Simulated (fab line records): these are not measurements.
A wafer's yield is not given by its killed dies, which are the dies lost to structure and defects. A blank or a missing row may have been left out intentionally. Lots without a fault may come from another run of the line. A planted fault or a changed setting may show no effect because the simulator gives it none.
fab line records / flow nand-harc / part 2 of 2: steps 22 to 31 of 31
record lots=5 wafers=15 last-day=23
route steps=1159 shown A_BLC@964 A_M0@994
lots that met no fault: taken from a fault-free run of the same line
start-h: hours from the record's opening day to when the first of the lot's shown wafers began / wait-h: hours since the lot's step before / " identical to the entry in the row above / L1.1+2: a single row standing in for several wafers / - no value, or no start given / * or withheld: withheld / < > ~ a bound
route shown NAME@n: NAME is a module with steps in the file, n the number in the route of the first one / usual: mean/standard deviation of fault-free wafers / same: alike in all rows / chamber/n: place in a boat / sites: per-site readings / _std_site: how widely they spread, as a standard deviation / _edge_site: mean of outer sites minus mean of inner sites / radius-mm: for every site, how far away it sits from the centre of the wafer / mask NAME#n: copy n / behind: tool/chamber where the wafer was last shaped / hold: why the lot was held/for how many hours/how that ended / device: which transistor (n, p or np) failed to switch / end of line: at the end of the route, the tests of the same wafers / where a step has no rows: the recipe by itself / killed: dies lost to structure and defects at the first sort, not the wafer's yield / map: the dies of a wafer, with x for killed, . for not killed, _ for no die there
set.NAME: the setting that was run; set.NAME@STEP: the one run at that earlier step / model.NAME: the simulator's own value behind a step, which no gauge read
lots at selected steps of the route; one table per step, one row per wafer
services: when a tool's chamber went out of use (start-h, in hours from the record's first day, below 0 if earlier), for how many hours, and the reason
## steps
# step NHARC_A_BLC_DEGAS_30
# recipe temp-c=300 time-s=60
# usual heater-power-w=459/62
lot.wafer=L074.2 tool=pvd-sputter-02 chamber=- start-h=390.84 wait-h=- heater-power-w=521
lot.wafer=L074.1 tool=pvd-sputter-02 chamber=- start-h=390.84 wait-h=- heater-power-w=413
lot.wafer=L074.6 tool=pvd-sputter-02 chamber=- start-h=390.84 wait-h=- heater-power-w=519
lot.wafer=L079.4 tool=pvd-sputter-02 chamber=- start-h=411.28 wait-h=- heater-power-w=384
lot.wafer=L079.3 tool=pvd-sputter-02 chamber=- start-h=411.28 wait-h=- heater-power-w=447
lot.wafer=L079.6 tool=pvd-sputter-02 chamber=- start-h=411.28 wait-h=- heater-power-w=384
lot.wafer=L087.3 tool=pvd-sputter-02 chamber=- start-h=462.42 wait-h=- heater-power-w=441
lot.wafer=L087.1 tool=pvd-sputter-02 chamber=- start-h=462.42 wait-h=- heater-power-w=575
lot.wafer=L087.6 tool=pvd-sputter-02 chamber=- start-h=462.42 wait-h=- heater-power-w=382
lot.wafer=L089.2 tool=pvd-sputter-02 chamber=- start-h=479.90 wait-h=- heater-power-w=382
lot.wafer=L089.6 tool=pvd-sputter-02 chamber=- start-h=479.90 wait-h=- heater-power-w=438
lot.wafer=L089.5 tool=pvd-sputter-02 chamber=- start-h=479.90 wait-h=- heater-power-w=586
lot.wafer=L095.3 tool=pvd-sputter-03 chamber=- start-h=514.72 wait-h=- heater-power-w=474
lot.wafer=L095.5 tool=pvd-sputter-03 chamber=- start-h=514.72 wait-h=- heater-power-w=473
lot.wafer=L095.6 tool=pvd-sputter-03 chamber=- start-h=514.72 wait-h=- heater-power-w=478
# step NHARC_A_BLC_PRE_CLEAN_31
# recipe time-s=15 bias-v=250 gas=Ar
# usual bias-v=250.0/2.3
lot.wafer=L074.2 tool=pvd-sputter-02 chamber=- start-h=- wait-h=- bias-v=246.5
lot.wafer=L074.1 tool=pvd-sputter-02 chamber=- start-h=- wait-h=- bias-v=247.2
lot.wafer=L074.6 tool=pvd-sputter-02 chamber=- start-h=- wait-h=- bias-v=249.8
lot.wafer=L079.3 tool=pvd-sputter-02 chamber=- start-h=- wait-h=- bias-v=249.0
lot.wafer=L079.4 tool=pvd-sputter-02 chamber=- start-h=- wait-h=- bias-v=250.3
lot.wafer=L079.6 tool=pvd-sputter-02 chamber=- start-h=- wait-h=- bias-v=254.0
lot.wafer=L087.3 tool=pvd-sputter-02 chamber=- start-h=- wait-h=- bias-v=250.4
lot.wafer=L087.1 tool=pvd-sputter-02 chamber=- start-h=- wait-h=- bias-v=248.4
lot.wafer=L087.6 tool=pvd-sputter-02 chamber=- start-h=- wait-h=- bias-v=249.9
lot.wafer=L089.2 tool=pvd-sputter-02 chamber=- start-h=- wait-h=- bias-v=247.6
lot.wafer=L089.5 tool=pvd-sputter-02 chamber=- start-h=- wait-h=- bias-v=246.3
lot.wafer=L089.6 tool=pvd-sputter-02 chamber=- start-h=- wait-h=- bias-v=247.7
lot.wafer=L095.3 tool=pvd-sputter-03 chamber=- start-h=- wait-h=- bias-v=251.3
lot.wafer=L095.6 tool=pvd-sputter-03 chamber=- start-h=- wait-h=- bias-v=246.5
lot.wafer=L095.5 tool=pvd-sputter-03 chamber=- start-h=- wait-h=- bias-v=253.1
# step NHARC_A_BLC_PVD_32
# recipe target-thk-a=50 chamber-pressure-pa=5 power-w=5000 substrate-temp-c=200 time-s=17.7 material=Ti
# usual throttle-valve-pct=30.1/1.2
lot.wafer=L074.1 tool=pvd-sputter-02 chamber=- start-h=- wait-h=- throttle-valve-pct=30.3
lot.wafer=L074.2 tool=pvd-sputter-02 chamber=- start-h=- wait-h=- throttle-valve-pct=30.8
lot.wafer=L074.6 tool=pvd-sputter-02 chamber=- start-h=- wait-h=- throttle-valve-pct=29.5
lot.wafer=L079.3 tool=pvd-sputter-02 chamber=- start-h=- wait-h=- throttle-valve-pct=30.0
lot.wafer=L079.4 tool=pvd-sputter-02 chamber=- start-h=- wait-h=- throttle-valve-pct=31.4
lot.wafer=L079.6 tool=pvd-sputter-02 chamber=- start-h=- wait-h=- throttle-valve-pct=29.9
lot.wafer=L087.3 tool=pvd-sputter-02 chamber=- start-h=- wait-h=- throttle-valve-pct=30.0
lot.wafer=L087.1 tool=pvd-sputter-02 chamber=- start-h=- wait-h=- throttle-valve-pct=31.3
lot.wafer=L087.6 tool=pvd-sputter-02 chamber=- start-h=- wait-h=- throttle-valve-pct=30.1
lot.wafer=L089.2 tool=pvd-sputter-02 chamber=- start-h=- wait-h=- throttle-valve-pct=31.0
lot.wafer=L089.6 tool=pvd-sputter-02 chamber=- start-h=- wait-h=- throttle-valve-pct=29.2
lot.wafer=L089.5 tool=pvd-sputter-02 chamber=- start-h=- wait-h=- throttle-valve-pct=30.0
lot.wafer=L095.3 tool=pvd-sputter-03 chamber=- start-h=- wait-h=- throttle-valve-pct=29.4
lot.wafer=L095.5 tool=pvd-sputter-03 chamber=- start-h=- wait-h=- throttle-valve-pct=30.5
lot.wafer=L095.6 tool=pvd-sputter-03 chamber=- start-h=- wait-h=- throttle-valve-pct=26.9
# step NHARC_A_BLC_ALD_23
# recipe target-thk-a=30 pulse-time-s=1 ald-cycles=150 temp-c=450 material=TiN
# usual heater-power-outer-w=713/120 heater-power-w=1149/170 precursor-pulse-height-rel=1.002/0.02
lot.wafer=L074.1 tool=ald-metal-03 chamber=0 start-h=391.08 wait-h=- heater-power-outer-w=950 heater-power-w=1420 precursor-pulse-height-rel=1.001
lot.wafer=L074.2 tool=ald-metal-03 chamber=1 start-h=391.08 wait-h=- heater-power-outer-w=760 heater-power-w=1254 precursor-pulse-height-rel=1.022
lot.wafer=L074.6 tool=ald-metal-03 chamber=0 start-h=391.08 wait-h=- heater-power-outer-w=933 heater-power-w=1457 precursor-pulse-height-rel=1.015
lot.wafer=L079.3 tool=ald-metal-03 chamber=0 start-h=411.59 wait-h=- heater-power-outer-w=935 heater-power-w=1456 precursor-pulse-height-rel=1.003
lot.wafer=L079.4 tool=ald-metal-03 chamber=3 start-h=411.59 wait-h=- heater-power-outer-w=664 heater-power-w=1084 precursor-pulse-height-rel=1.029
lot.wafer=L079.6 tool=ald-metal-03 chamber=3 start-h=411.59 wait-h=- heater-power-outer-w=664 heater-power-w=1091 precursor-pulse-height-rel=1.008
lot.wafer=L087.3 tool=ald-metal-04 chamber=0 start-h=462.67 wait-h=- heater-power-outer-w=583 heater-power-w=964 precursor-pulse-height-rel=0.994
lot.wafer=L087.1 tool=ald-metal-04 chamber=1 start-h=462.67 wait-h=- heater-power-outer-w=742 heater-power-w=1225 precursor-pulse-height-rel=0.966
lot.wafer=L087.6 tool=ald-metal-04 chamber=0 start-h=462.67 wait-h=- heater-power-outer-w=587 heater-power-w=958 precursor-pulse-height-rel=1.017
lot.wafer=L089.2 tool=ald-metal-03 chamber=0 start-h=480.12 wait-h=- heater-power-outer-w=919 heater-power-w=1447 precursor-pulse-height-rel=0.987
lot.wafer=L089.6 tool=ald-metal-03 chamber=0 start-h=480.12 wait-h=- heater-power-outer-w=927 heater-power-w=1455 precursor-pulse-height-rel=0.988
lot.wafer=L089.5 tool=ald-metal-03 chamber=1 start-h=480.12 wait-h=- heater-power-outer-w=764 heater-power-w=1227 precursor-pulse-height-rel=0.993
lot.wafer=L095.3 tool=ald-metal-04 chamber=0 start-h=515.01 wait-h=- heater-power-outer-w=598 heater-power-w=990 precursor-pulse-height-rel=1.003
lot.wafer=L095.6 tool=ald-metal-04 chamber=2 start-h=515.01 wait-h=- heater-power-outer-w=703 heater-power-w=1150 precursor-pulse-height-rel=0.973
lot.wafer=L095.5 tool=ald-metal-04 chamber=3 start-h=515.01 wait-h=- heater-power-outer-w=771 heater-power-w=1304 precursor-pulse-height-rel=0.972
# step NHARC_A_BLC_CVD_24
# recipe target-thk-a=1500 temp-c=300 pressure-torr=40 wf6-flow-sccm=40 h2-flow-sccm=1600 ar-flow-sccm=1560 time-s=434 material=W
# usual heater-power-outer-w=275/9.2 heater-power-w=490/14 throttle-valve-pct=7.89/0.21
lot.wafer=L074.1 tool=cvd-w-01 chamber=0 start-h=- wait-h=- heater-power-outer-w=276 heater-power-w=509 throttle-valve-pct=7.98
lot.wafer=L074.2 tool=cvd-w-01 chamber=1 start-h=- wait-h=- heater-power-outer-w=279 heater-power-w=498 throttle-valve-pct=7.82
lot.wafer=L074.6 tool=cvd-w-01 chamber=1 start-h=- wait-h=- heater-power-outer-w=276 heater-power-w=492 throttle-valve-pct=7.75
lot.wafer=L079.4 tool=cvd-w-01 chamber=1 start-h=412.22 wait-h=0.5 heater-power-outer-w=282 heater-power-w=484 throttle-valve-pct=7.87
lot.wafer=L079.3 tool=cvd-w-01 chamber=0 start-h=412.22 wait-h=0.5 heater-power-outer-w=286 heater-power-w=516 throttle-valve-pct=8.28
lot.wafer=L079.6 tool=cvd-w-01 chamber=0 start-h=412.22 wait-h=0.5 heater-power-outer-w=273 heater-power-w=510 throttle-valve-pct=8.17
lot.wafer=L087.1 tool=cvd-w-01 chamber=1 start-h=- wait-h=- heater-power-outer-w=279 heater-power-w=495 throttle-valve-pct=7.80
lot.wafer=L087.3 tool=cvd-w-01 chamber=0 start-h=- wait-h=- heater-power-outer-w=282 heater-power-w=505 throttle-valve-pct=8.08
lot.wafer=L087.6 tool=cvd-w-01 chamber=1 start-h=- wait-h=- heater-power-outer-w=282 heater-power-w=490 throttle-valve-pct=7.76
lot.wafer=L089.2 tool=cvd-w-02 chamber=1 start-h=- wait-h=- heater-power-outer-w=277 heater-power-w=496 throttle-valve-pct=7.97
lot.wafer=L089.6 tool=cvd-w-02 chamber=0 start-h=- wait-h=- heater-power-outer-w=261 heater-power-w=463 throttle-valve-pct=7.46
lot.wafer=L089.5 tool=cvd-w-02 chamber=1 start-h=- wait-h=- heater-power-outer-w=274 heater-power-w=495 throttle-valve-pct=7.95
lot.wafer=L095.3 tool=cvd-w-02 chamber=0 start-h=- wait-h=- heater-power-outer-w=267 heater-power-w=489 throttle-valve-pct=7.62
lot.wafer=L095.5 tool=cvd-w-02 chamber=1 start-h=- wait-h=- heater-power-outer-w=273 heater-power-w=490 throttle-valve-pct=7.90
lot.wafer=L095.6 tool=cvd-w-02 chamber=0 start-h=- wait-h=- heater-power-outer-w=259 heater-power-w=465 throttle-valve-pct=7.71
# step NHARC_A_BLC_CMP_25
# recipe t-overpolish-s=30 target-thk-nm=150
# usual motor-current-A=11.8/1.4 overpolish-run-s=30.001/0.0095 time-to-endpoint-s=30.0/2.4
lot.wafer=L074.2 tool=cmp-04 chamber=0 start-h=393.89 wait-h=0.4 motor-current-A=12.6 overpolish-run-s=29.981 time-to-endpoint-s=27.1
lot.wafer=L074.1 tool=cmp-04 chamber=1 start-h=393.89 wait-h=0.4 motor-current-A=9.1 overpolish-run-s=29.998 time-to-endpoint-s=26.9
lot.wafer=L074.6 tool=cmp-04 chamber=2 start-h=393.89 wait-h=0.4 motor-current-A=12.1 overpolish-run-s=30.002 time-to-endpoint-s=30.3
lot.wafer=L079.4 tool=cmp-02 chamber=3 start-h=412.63 wait-h=0.3 motor-current-A=11.7 overpolish-run-s=30.000 time-to-endpoint-s=28.6
lot.wafer=L079.3 tool=cmp-02 chamber=1 start-h=412.63 wait-h=0.3 motor-current-A=12.2 overpolish-run-s=30.001 time-to-endpoint-s=31.1
lot.wafer=L079.6 tool=cmp-02 chamber=3 start-h=412.63 wait-h=0.3 motor-current-A=11.3 overpolish-run-s=30.011 time-to-endpoint-s=30.2
lot.wafer=L087.1 tool=cmp-04 chamber=3 start-h=464.82 wait-h=0.4 motor-current-A=11.3 overpolish-run-s=30.008 time-to-endpoint-s=29.5
lot.wafer=L087.3 tool=cmp-04 chamber=1 start-h=464.82 wait-h=0.4 motor-current-A=8.6 overpolish-run-s=30.010 time-to-endpoint-s=26.5
lot.wafer=L087.6 tool=cmp-04 chamber=3 start-h=464.82 wait-h=0.4 motor-current-A=11.5 overpolish-run-s=30.004 time-to-endpoint-s=31.1
lot.wafer=L089.2 tool=cmp-01 chamber=1 start-h=487.15 wait-h=0.4 motor-current-A=12.8 overpolish-run-s=30.008 time-to-endpoint-s=31.4
lot.wafer=L089.5 tool=cmp-01 chamber=0 start-h=487.15 wait-h=0.4 motor-current-A=13.4 overpolish-run-s=30.005 time-to-endpoint-s=31.6
lot.wafer=L089.6 tool=cmp-01 chamber=1 start-h=487.15 wait-h=0.4 motor-current-A=11.4 overpolish-run-s=29.996 time-to-endpoint-s=32.9
lot.wafer=L095.3 tool=cmp-02 chamber=2 start-h=515.75 wait-h=0.3 motor-current-A=13.8 overpolish-run-s=29.982 time-to-endpoint-s=33.1
lot.wafer=L095.5 tool=cmp-02 chamber=1 start-h=515.75 wait-h=0.3 motor-current-A=12.1 overpolish-run-s=30.001 time-to-endpoint-s=30.5
lot.wafer=L095.6 tool=cmp-02 chamber=2 start-h=515.75 wait-h=0.3 motor-current-A=14.0 overpolish-run-s=30.002 time-to-endpoint-s=32.2
# step NHARC_A_BLC_SRD_27
lot.wafer=L074.6+1+2 tool=wet-bench-03 chamber=2,4,7 start-h=394.16 wait-h=0.0
lot.wafer=L079.3+6+4 tool=wet-bench-03 chamber=7,2,3 start-h=412.93 wait-h=0.0
lot.wafer=L087.3+1+6 tool=wet-bench-02 chamber=1,2,5 start-h=465.14 wait-h=0.0
lot.wafer=L089.6+5+2 tool=wet-bench-03 chamber=1,3,4 start-h=487.45 wait-h=0.0
lot.wafer=L095.5+6+3 tool=wet-bench-03 chamber=3,5,6 start-h=516.06 wait-h=0.0
# step NHARC_A_BLC_INSPECT_28
# usual raw-defect-count=438/110
lot.wafer=L074.1 tool=defect-inspect-01 chamber=- start-h=394.24 wait-h=0.1 raw-defect-count=361
lot.wafer=L074.2 tool=defect-inspect-01 chamber=- start-h=394.24 wait-h=0.1 raw-defect-count=304
lot.wafer=L074.6 tool=defect-inspect-01 chamber=- start-h=394.24 wait-h=0.1 raw-defect-count=522
lot.wafer=L079.3 tool=defect-inspect-01 chamber=- start-h=413.01 wait-h=0.1 raw-defect-count=300
lot.wafer=L079.4 tool=defect-inspect-01 chamber=- start-h=413.01 wait-h=0.1 raw-defect-count=490
lot.wafer=L079.6 tool=defect-inspect-01 chamber=- start-h=413.01 wait-h=0.1 raw-defect-count=485
lot.wafer=L087.1 tool=defect-inspect-01 chamber=- start-h=465.23 wait-h=0.1 raw-defect-count=453
lot.wafer=L087.3 tool=defect-inspect-01 chamber=- start-h=465.23 wait-h=0.1 raw-defect-count=387
lot.wafer=L087.6 tool=defect-inspect-01 chamber=- start-h=465.23 wait-h=0.1 raw-defect-count=426
lot.wafer=L089.2 tool=defect-inspect-02 chamber=- start-h=487.53 wait-h=0.1 raw-defect-count=279
lot.wafer=L089.5 tool=defect-inspect-02 chamber=- start-h=487.53 wait-h=0.1 raw-defect-count=352
lot.wafer=L089.6 tool=defect-inspect-02 chamber=- start-h=487.53 wait-h=0.1 raw-defect-count=436
lot.wafer=L095.3 tool=defect-inspect-01 chamber=- start-h=516.13 wait-h=0.1 raw-defect-count=479
lot.wafer=L095.5 tool=defect-inspect-01 chamber=- start-h=516.13 wait-h=0.1 raw-defect-count=677
lot.wafer=L095.6 tool=defect-inspect-01 chamber=- start-h=516.13 wait-h=0.1 raw-defect-count=444
# step NHARC_A_M0_DEP_00
# recipe target-thk-a=1500 target-thk-nm=150 temp-c=withheld pressure-torr=5 flow-sccm=200 rf-w=600 material=SiOC
# usual rf-fwd-power-W=598.3/1.8 showerhead-vpp-V=1486/78
lot.wafer=L074.2 tool=pecvd-03 chamber=0 start-h=394.30 wait-h=0.1 rf-fwd-power-W=599.3 showerhead-vpp-V=1508
lot.wafer=L074.1 tool=pecvd-03 chamber=2 start-h=394.30 wait-h=0.1 rf-fwd-power-W=599.1 showerhead-vpp-V=1612
lot.wafer=L074.6 tool=pecvd-03 chamber=2 start-h=394.30 wait-h=0.1 rf-fwd-power-W=597.7 showerhead-vpp-V=1574
lot.wafer=L079.4 tool=pecvd-03 chamber=0 start-h=413.21 wait-h=0.2 rf-fwd-power-W=596.2 showerhead-vpp-V=1491
lot.wafer=L079.3 tool=pecvd-03 chamber=2 start-h=413.21 wait-h=0.2 rf-fwd-power-W=598.4 showerhead-vpp-V=1596
lot.wafer=L079.6 tool=pecvd-03 chamber=0 start-h=413.21 wait-h=0.2 rf-fwd-power-W=597.0 showerhead-vpp-V=1506
lot.wafer=L087.3 tool=pecvd-02 chamber=0 start-h=465.30 wait-h=0.1 rf-fwd-power-W=597.3 showerhead-vpp-V=1599
lot.wafer=L087.1 tool=pecvd-02 chamber=2 start-h=465.30 wait-h=0.1 rf-fwd-power-W=595.3 showerhead-vpp-V=1513
lot.wafer=L087.6 tool=pecvd-02 chamber=2 start-h=465.30 wait-h=0.1 rf-fwd-power-W=600.1 showerhead-vpp-V=1493
lot.wafer=L089.2 tool=pecvd-01 chamber=0 start-h=488.20 wait-h=0.7 rf-fwd-power-W=599.1 showerhead-vpp-V=1489
lot.wafer=L089.5 tool=pecvd-01 chamber=0 start-h=488.20 wait-h=0.7 rf-fwd-power-W=600.2 showerhead-vpp-V=1510
lot.wafer=L089.6 tool=pecvd-01 chamber=1 start-h=488.20 wait-h=0.7 rf-fwd-power-W=601.3 showerhead-vpp-V=1436
lot.wafer=L095.3 tool=pecvd-01 chamber=2 start-h=516.29 wait-h=0.2 rf-fwd-power-W=596.6 showerhead-vpp-V=1374
lot.wafer=L095.6 tool=pecvd-01 chamber=0 start-h=516.29 wait-h=0.2 rf-fwd-power-W=594.7 showerhead-vpp-V=1446
lot.wafer=L095.5 tool=pecvd-01 chamber=2 start-h=516.29 wait-h=0.2 rf-fwd-power-W=597.5 showerhead-vpp-V=1350
# step NHARC_A_M0_DEHYDRATE_01
# recipe temp-c=150 time-s=120
# usual chill-plate-temp-C=22.99/0.13
lot.wafer=L074.1 tool=litho-track-06 chamber=0 start-h=394.71 wait-h=- chill-plate-temp-C=22.97
lot.wafer=L074.2 tool=litho-track-06 chamber=0 start-h=394.71 wait-h=- chill-plate-temp-C=23.00
lot.wafer=L074.6 tool=litho-track-06 chamber=0 start-h=394.71 wait-h=- chill-plate-temp-C=23.05
lot.wafer=L079.3 tool=litho-track-06 chamber=0 start-h=413.64 wait-h=0.3 chill-plate-temp-C=22.76
lot.wafer=L079.4 tool=litho-track-06 chamber=0 start-h=413.64 wait-h=0.3 chill-plate-temp-C=22.83
lot.wafer=L079.6 tool=litho-track-06 chamber=0 start-h=413.64 wait-h=0.3 chill-plate-temp-C=23.04
lot.wafer=L087.1 tool=litho-track-01 chamber=0 start-h=465.70 wait-h=- chill-plate-temp-C=23.04
lot.wafer=L087.3 tool=litho-track-01 chamber=0 start-h=465.70 wait-h=- chill-plate-temp-C=22.83
lot.wafer=L087.6 tool=litho-track-01 chamber=0 start-h=465.70 wait-h=- chill-plate-temp-C=23.01
lot.wafer=L089.2 tool=litho-track-04 chamber=0 start-h=488.56 wait-h=- chill-plate-temp-C=22.77
lot.wafer=L089.5 tool=litho-track-04 chamber=0 start-h=488.56 wait-h=- chill-plate-temp-C=22.77
lot.wafer=L089.6 tool=litho-track-04 chamber=0 start-h=488.56 wait-h=- chill-plate-temp-C=22.92
lot.wafer=L095.3 tool=litho-track-04 chamber=0 start-h=516.60 wait-h=- chill-plate-temp-C=22.89
lot.wafer=L095.5 tool=litho-track-04 chamber=0 start-h=516.60 wait-h=- chill-plate-temp-C=23.09
lot.wafer=L095.6 tool=litho-track-04 chamber=0 start-h=516.60 wait-h=- chill-plate-temp-C=22.93
## services
tool=ald-metal-03 chamber=3 start-h=373.32 hours=6.8 kind=repair
tool=ald-metal-03 chamber=2 start-h=380.87 hours=41.1 kind=repair
tool=rie-diel-01 chamber=3 start-h=381.01 hours=14.8 kind=repair
tool=rie-diel-06 chamber=1 start-h=383.20 hours=1.4 kind=repair
tool=pvd-sputter-02 chamber=- start-h=395.91 hours=10.0 kind=pm
tool=ald-metal-03 chamber=1 start-h=409.67 hours=8.6 kind=repair
tool=rie-diel-06 chamber=2 start-h=415.99 hours=9.5 kind=repair
tool=rie-diel-06 chamber=- start-h=418.20 hours=9.0 kind=pm
tool=pvd-sputter-03 chamber=- start-h=435.41 hours=0.5 kind=repair
tool=rie-diel-06 chamber=2 start-h=435.55 hours=8.1 kind=repair
tool=litho-track-01 chamber=- start-h=443.00 hours=7.0 kind=pm
tool=ald-metal-03 chamber=- start-h=450.70 hours=0.5 kind=repair
tool=ald-metal-03 chamber=1 start-h=452.21 hours=9.4 kind=repair
tool=pvd-sputter-03 chamber=- start-h=458.04 hours=10.0 kind=pm
tool=ald-metal-03 chamber=1 start-h=462.66 hours=6.3 kind=repair
tool=wet-bench-09 chamber=- start-h=464.84 hours=8.0 kind=pm
tool=litho-track-06 chamber=- start-h=467.00 hours=7.0 kind=pm
tool=rie-diel-01 chamber=0 start-h=478.84 hours=7.4 kind=repair
tool=cvd-w-01 chamber=- start-h=481.51 hours=13.0 kind=pm
tool=litho-track-04 chamber=- start-h=491.00 hours=7.0 kind=pm
tool=rie-diel-01 chamber=- start-h=493.26 hours=9.0 kind=pm
tool=pvd-sputter-03 chamber=- start-h=495.71 hours=0.8 kind=repair
tool=wet-bench-03 chamber=- start-h=498.40 hours=8.0 kind=pm
tool=ald-metal-03 chamber=- start-h=500.00 hours=10.0 kind=pm
